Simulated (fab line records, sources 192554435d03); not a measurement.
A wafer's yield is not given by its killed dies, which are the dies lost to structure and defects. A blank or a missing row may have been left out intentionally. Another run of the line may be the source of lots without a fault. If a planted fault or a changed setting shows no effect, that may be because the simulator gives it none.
Which tool did it? ; flow n5 finfet ; 9 lots with 26 wafers sampled at 4 steps, on a route of 1938 steps

WHAT THE GAUGES READ, wafer by wafer
N5_BEOL_M4_CD_MEAS_28: target cd 26.2 nm, target cd y 24.1 nm.
lot;measured;on;cd nm (nm)
L402;day 8 19:19;cd sem-03;25.99 25.63 26.21
L403;day 8 23:41;cd sem-03;25.94 26.22 26.10
L405;day 9 04:24;cd sem-03;25.76 25.77 25.91
L410;day 10 08:11;cd sem-02;26.21 26.35 26.16
L411;day 10 20:50;cd sem-01;26.17 26.45 26.43
L412;day 10 23:24;cd sem-01;25.81 26.12 25.71
L420;day 12 20:10;cd sem-03;26.42 18.90 18.96
L421;day 13 02:40;cd sem-03;26.46 18.71 26.29
L422;day 13 06:47;cd sem-02;18.81 26.66

EACH LOT AND THE TOOL THAT RAN IT (in order: tool; ch and the chambers of the sampled wafers; start)
lot;N5_BEOL_M4_ETCH_74;N5_BEOL_M4_STRIP_66;N5_BEOL_M4_EXPOSE_25
L402;rie diel-06 ch 0,1, day 8 18:35;rie diel-06 ch 0,1, day 8 18:45;euv scanner-01 ch 0, day 8 19:10
L403;rie diel-06 ch 0,1,3, day 8 22:50;rie diel-06 ch 0,1,3, day 8 23:01;euv scanner-02 ch 0, day 8 23:32
L405;rie diel-03 ch 1,2,3, day 9 03:33;rie diel-03 ch 1,2,3, day 9 03:44;euv scanner-01 ch 0, day 9 04:15
L410;rie diel-06 ch 1,2,3, day 10 07:10;rie diel-06 ch 1,2,3, day 10 07:21;euv scanner-02 ch 0, day 10 08:02
L411;rie diel-03 ch 0,2,3, day 10 19:49;rie diel-03 ch 0,2,3, day 10 19:59;euv scanner-01 ch 0, day 10 20:41
L412;rie diel-05 ch 1,2, day 10 22:31;rie diel-05 ch 1,2, day 10 22:41;euv scanner-01 ch 0, day 10 23:15
L420;rie diel-05 ch 0,1,2, day 12 19:26;rie diel-05 ch 0,1,2, day 12 19:37;euv scanner-01 ch 0, day 12 20:01
L421;rie diel-06 ch 0,3, day 13 01:56;rie diel-06 ch 0,3, day 13 02:07;euv scanner-01 ch 0, day 13 02:31
L422;rie diel-03 ch 0,2, day 13 06:04;rie diel-03 ch 0,2, day 13 06:15;euv scanner-01 ch 0, day 13 06:39
- N5_BEOL_M4_ETCH_74: etches underlayer in N2/H2, target depth 6.5 nm, time 5.2 s.
- N5_BEOL_M4_STRIP_66: strips in CF4.
- N5_BEOL_M4_EXPOSE_25: exposes mask V3, defocus 5 nm.

THE ANSWER, worked out from the rows above alone
Rule: usual is defined by the lots themselves. The widest of any qualifying gaps counts: lots, ordered by their means at a reading, are off when they make up no more than a third of the lots, leave a main group of 4 or more, and stand apart from it by 3 or more times the standard deviation of that group's means. The tables above print the reading to a certain number of digits; a main group whose means all agree to those digits is not used. A lot without any number at a reading at which 4 lots or more have one is off too. All remaining lots with rows at the step are treated as sound.
Off: L420, L421, L422, at N5_BEOL_M4_CD_MEAS_28 (cd nm). For the main group the mean is 26.05 nm and the standard deviation 0.19.
A tool fits if, at a process step before that reading, it ran every lot that is off, and no sound lot after the first of them. Those tools and the gauges at N5_BEOL_M4_CD_MEAS_28 are tried in the same way. One fits: euv scanner-01 at N5_BEOL_M4_EXPOSE_25. Its last sound lot is L412 (day 10 23:15), its first lot that is off L420 (day 12 20:01): a fault that began between those two fits.

WHAT THE SIMULATOR PUT IN
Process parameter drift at N5_BEOL_M4_EXPOSE_25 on euv scanner-01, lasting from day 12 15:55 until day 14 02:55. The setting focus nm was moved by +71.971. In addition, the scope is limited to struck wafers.
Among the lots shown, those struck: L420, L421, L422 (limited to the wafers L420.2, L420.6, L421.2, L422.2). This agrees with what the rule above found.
